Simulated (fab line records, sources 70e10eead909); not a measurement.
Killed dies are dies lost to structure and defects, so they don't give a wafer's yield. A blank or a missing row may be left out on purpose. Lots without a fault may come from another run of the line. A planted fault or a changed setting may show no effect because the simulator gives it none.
Chamber matching | flow nand_harc | NHARC_P_GATE_DESCUM_13 on rie_diel-05: 4 sister chambers
The step chemistry O2, time 3 s. 16 wafers are shown with their chamber, then 8 later ones without.

WAFERS WITH THEIR CHAMBER
wafer  | chamber | showerhead_plenum_p_Torr (Torr) | drypump_motor_current_A (A) | rf_vpp_V (V)
L074.2 | 1       | 1.86                            | 6.0                         | 57.8
L074.3 | 0       | 1.81                            | 5.9                         | 56.6
L074.5 | 0       | 1.81                            | 5.9                         | 56.5
L075.1 | 0       | 1.81                            | 5.9                         | 57.1
L075.3 | 1       | 1.86                            | 5.9                         | 58.3
L075.6 | 3       | 1.88                            | 4.8                         | 56.5
L076.2 | 3       | 1.88                            | 4.8                         | 57.5
L076.3 | 2       | 1.78                            | 6.3                         | 57.4
L076.4 | 0       | 1.81                            | 5.9                         | 57.4
L082.1 | 3       | 1.87                            | 4.8                         | 57.4
L082.4 | 2       | 1.78                            | 6.4                         | 56.4
L082.5 | 0       | 1.81                            | 5.9                         | 57.5
L083.1 | 1       | 1.86                            | 6.0                         | 58.0
L083.3 | 2       | 1.78                            | 6.4                         | 56.2
L083.5 | 0       | 1.81                            | 5.9                         | 56.3
L084.1 | 3       | 1.87                            | 4.8                         | 56.8

SIGNATURES (means of the wafers above)
reading                  | chamber 0 | chamber 1 | chamber 2 | chamber 3 | scatter within a chamber
showerhead_plenum_p_Torr | 1.8100    | 1.8600    | 1.7800    | 1.8750    | 0.00289
drypump_motor_current_A  | 5.900     | 5.967     | 6.367     | 4.800     | 0.0333
rf_vpp_V                 | 56.900    | 58.033    | 56.667    | 57.050    | 0.492
Rule: a wafer's distance from a chamber is the root of the sum, over the readings, of the square of ((its reading less the chamber's mean) divided by the reading's scatter). The wafer belongs to the nearest chamber; if the next one is less than 2 further off, it can't be placed. The scatter: the root of (the sum of the squares of (reading less its chamber's mean) over the shown wafers, divided by (wafers less chambers)).

WAFERS WITHOUT THEIR CHAMBER
wafer  | showerhead_plenum_p_Torr (Torr) | drypump_motor_current_A (A) | rf_vpp_V (V)
L084.5 | 1.87                            | 4.8                         | 57.3
L084.6 | 1.81                            | 5.8                         | 58.2
L087.1 | 1.86                            | 6.0                         | 56.9
L087.3 | 1.77                            | 6.3                         | 58.0
L087.5 | 1.86                            | 6.0                         | 57.9
L096.1 | 2.07                            | 6.3                         | 58.8
L096.2 | 1.85                            | 6.0                         | 57.9
L096.5 | 1.85                            | 6.0                         | 56.6

WHICH CHAMBER EACH WENT THROUGH
wafer  | from the rows above | in truth
L084.5 | 3                   | 3
L084.6 | 0                   | 0
L087.1 | 1                   | 1
L087.3 | 2                   | 2
L087.5 | 1                   | 1
L096.1 | 1                   | 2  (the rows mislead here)
L096.2 | 1                   | 1
L096.5 | 1                   | 1
Placed correctly: 7 of 8. Can't be placed from these rows: 0. Placed wrongly: 1.
